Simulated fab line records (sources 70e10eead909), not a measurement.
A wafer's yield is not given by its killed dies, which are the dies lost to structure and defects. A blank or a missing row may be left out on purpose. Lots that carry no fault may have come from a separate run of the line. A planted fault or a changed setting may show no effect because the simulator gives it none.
Chamber matching + flow nandHarc + NHARC_P_M1_CMP_23 on cmp-01: 4 sister chambers
The step polishes, t overpolish 20 s, target thk 157.82 nm. 14 wafers are shown with their chamber, then 7 later ones without.

## WAFERS, EACH WITH ITS CHAMBER
| wafer  | chamber | motorCurrentA (A) | timeToEndpointS (s) |
|--------|---------|-------------------|---------------------|
| L871.2 | 0       | 12.7              | 20.1                |
| L871.4 | 3       | 12.6              | 28.9                |
| L871.5 | 0       | 14.0              | 30.8                |
| L872.4 | 3       | 13.5              | 27.0                |
| L872.5 | 0       | 13.6              | 30.8                |
| L872.6 | 3       | 11.9              | 26.8                |
| L880.1 | 3       | 12.0              | 27.1                |
| L880.2 | 1       | 12.9              | 27.4                |
| L880.6 | 2       | 11.2              | 28.0                |
| L881.1 | 2       | 11.4              | 29.2                |
| L881.5 | 3       | 12.1              | 24.4                |
| L881.6 | 2       | 12.2              | 29.5                |
| L883.1 | 3       | 12.1              | 27.8                |
| L883.5 | 2       | 11.8              | 31.8                |

SIGNATURES, as means of the wafers listed above
| reading         | chamber 0 | chamber 1 | chamber 2 | chamber 3 | scatter within a chamber |
|-----------------|-----------|-----------|-----------|-----------|--------------------------|
| motorCurrentA   | 13.433    | 12.900    | 11.650    | 12.367    | 0.575                    |
| timeToEndpointS | 27.233    | 27.400    | 29.625    | 27.000    | 3.08                     |
Rule: a wafer's distance from a chamber is the root of the sum, over the readings, of the square of ((its reading less the chamber's mean) divided by the reading's scatter). The wafer belongs to the nearest chamber; if the next one is less than 2 further off, it can't be placed. How the scatter is found: for the shown wafers, subtract from each reading the mean of its chamber, square and add these, divide the total by (wafers less chambers), then take the root.

## WAFERS WITHOUT THEIR CHAMBER
| wafer  | motorCurrentA (A) | timeToEndpointS (s) |
|--------|-------------------|---------------------|
| L883.6 | 12.7              | 28.8                |
| L884.1 | 13.5              | 30.1                |
| L884.4 | 12.2              | 28.7                |
| L884.5 | 12.6              | 25.4                |
| L889.2 | 12.3              | 25.5                |
| L889.4 | 12.2              | 26.7                |
| L889.5 | 13.5              | 26.7                |

## EACH ONE'S CHAMBER
| wafer  | from the rows above               | in truth |
|--------|-----------------------------------|----------|
| L883.6 | can't be placed: 1 or 3 or 0 or 2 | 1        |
| L884.1 | can't be placed: 0 or 1 or 3      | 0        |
| L884.4 | can't be placed: 3 or 2 or 1 or 0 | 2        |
| L884.5 | can't be placed: 3 or 1 or 0 or 2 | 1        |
| L889.2 | can't be placed: 3 or 1 or 2 or 0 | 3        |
| L889.4 | can't be placed: 3 or 1 or 2 or 0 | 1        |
| L889.5 | can't be placed: 0 or 1 or 3      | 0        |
Correct placement for 0 of the 7. Not placeable from these rows: 7 (in 7, the candidates include the true chamber). 0 placed wrongly.
